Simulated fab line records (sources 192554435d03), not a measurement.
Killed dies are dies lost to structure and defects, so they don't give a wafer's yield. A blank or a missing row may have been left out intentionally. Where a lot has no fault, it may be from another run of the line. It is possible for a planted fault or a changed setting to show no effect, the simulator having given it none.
Chamber matching | flow n5 finfet | N5_MOL_CONTACT_COAG_ETCH_48 on rie diel-02: 4 sister chambers
The step etches SiOC in C4F6/O2, target depth 15 nm, overetch 4.5 nm, time 17 s. 4 wafers are shown with their chamber, then 6 later ones without.

## WAFERS PAIRED WITH THEIR CHAMBERS
wafer  | chamber | throttle valve pct (%)
L417.3 | 2       | 40.1
L419.1 | 0       | 41.3
L419.2 | 1       | 39.8
L419.6 | 3       | 40.8

## WAFERS WITHOUT THEIR CHAMBER
wafer  | throttle valve pct (%)
L422.3 | 40.2
L422.4 | 39.8
L422.6 | 41.3
L424.1 | 40.8
L424.4 | 39.8
L424.6 | 40.8

## THE CHAMBER EACH PASSED THROUGH
wafer  | from the rows above | in truth
L422.3 | 2                   | 2
L422.4 | 1                   | 1
L422.6 | 0                   | 0
L424.1 | 3                   | 3
L424.4 | 1                   | 1
L424.6 | 3                   | 3
Correctly placed: 6 of 6. Can't be placed from these rows: 0. Number placed wrongly: 0.
How it was worked out, from the rows above alone: a wafer's distance from a chamber is the root of the sum, over the readings, of the square of ((its reading less the chamber's mean) divided by the reading's scatter). The wafer belongs to the nearest chamber; if the next one is less than 2 further off, it can't be placed. A chamber's mean is the mean of its shown wafers. The scatter (one wafer shown for each chamber): square how far every hidden wafer sits from the nearest shown wafer, average those squares and take the square root.
